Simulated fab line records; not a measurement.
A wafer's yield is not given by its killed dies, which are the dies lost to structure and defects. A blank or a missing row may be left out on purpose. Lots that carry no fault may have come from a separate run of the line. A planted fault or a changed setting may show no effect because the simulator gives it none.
Comparing a struck lot with a sound one ; flow n5_finfet ; 14 out of 1938 route steps
Sound: wafers L379.1, L379.2, L379.3. The struck wafers were L385.1, L385.2, L385.6. Last of all comes the cause.
Each step with rows lists, per side, the tool, then ch with its chambers, then its first start. Under that, the readings that differ: sound wafers ; struck wafers ; difference of the means ; sigmas: that difference in standard deviations of wafers without a fault.
alike: a reading whose means differ by less than 2 such deviations, as well as words and numbers matching on both sides. not compared: withheld readings; readings where some wafer has no value; bounds like >300 that might hide an equal value; numbers whose values overlap and for which the record gives no deviation.
The two part at a step that has a row with sigmas, a row that says differs or no value, or rows on one side only. Non-overlapping numbers with no deviation appear without sigmas and do not part them. A reading that every wafer of one side lacks parts them only if that side has two wafers or more.

N5_BEOL_M3_INSPECT_59: inspects for defects (darkfield).
  struck on defect_inspect-02, day 11 20:58; sound on defect_inspect-01, day 10 05:01
  alike: raw_defect_count
N5_BEOL_M4_ILD_DEP_00: deposits SiOC from DEMS/O2, target thk 79 nm, time 15.3 s.
  sound on pecvd-02 ch 0,1,2, day 10 05:03; struck on pecvd-01 ch 0,1,2, day 11 21:00
  alike: heater_power_w, showerhead_plenum_p_Torr, throttle_valve_pct
N5_BEOL_M4_THK_MEAS_01:
  struck on film_metro-02, day 11 21:04; sound on film_metro-01, day 10 05:07
  alike: M4_ILD_THK
N5_BEOL_M4_PECVD_72: deposits SiO2 from TEOS/O2, target thk 16 nm, time 18 s.
  sound on pecvd-04 ch 0,1, day 10 05:10; struck on pecvd-04 ch 0,1, day 11 21:06
  alike: heater_power_w, showerhead_plenum_p_Torr, throttle_valve_pct
N5_BEOL_M4_HM_DEP_02: deposits TiN, target thk 20 nm.
  struck on pvd_sputter-02, day 11 21:49; sound on pvd_sputter-02, day 10 06:01
  alike: substrate_temp_c, throttle_valve_pct
then, 7 steps without rows for these wafers: N5_BEOL_M4_COAT_61 (time 60 s, resist thk 60 nm); N5_BEOL_M4_COAT_62 (time 60 s, resist thk 12 nm); N5_BEOL_M4_COAT_73 (time 60 s, resist thk 5 nm); N5_BEOL_M4_COAT_05 (resist thk 30 nm); N5_BEOL_M4_EBR_07; N5_BEOL_M4_SOFTBAKE_06 (time 60 s); N5_BEOL_M4_EXPOSE_08 (exposes mask M4).
N5_BEOL_M4_PEB_09: peb time 60 s.
  sound on litho_track-05 ch 0, day 10 06:20; struck on litho_track-02, day 11 22:08
  no value came back on the struck wafers for chill_plate_temp_C (C), exhaust_pa (Pa); on the sound wafers chill_plate_temp_C (C) reads 22.88 22.97 23.04
then, 1 step without rows for these wafers: N5_BEOL_M4_DEVELOP_10 (develop time 30 s).

== WHERE THEY PART ==
At N5_BEOL_M4_PEB_09 and nowhere else, as far as this record goes.

WHY: the cause the simulator had injected
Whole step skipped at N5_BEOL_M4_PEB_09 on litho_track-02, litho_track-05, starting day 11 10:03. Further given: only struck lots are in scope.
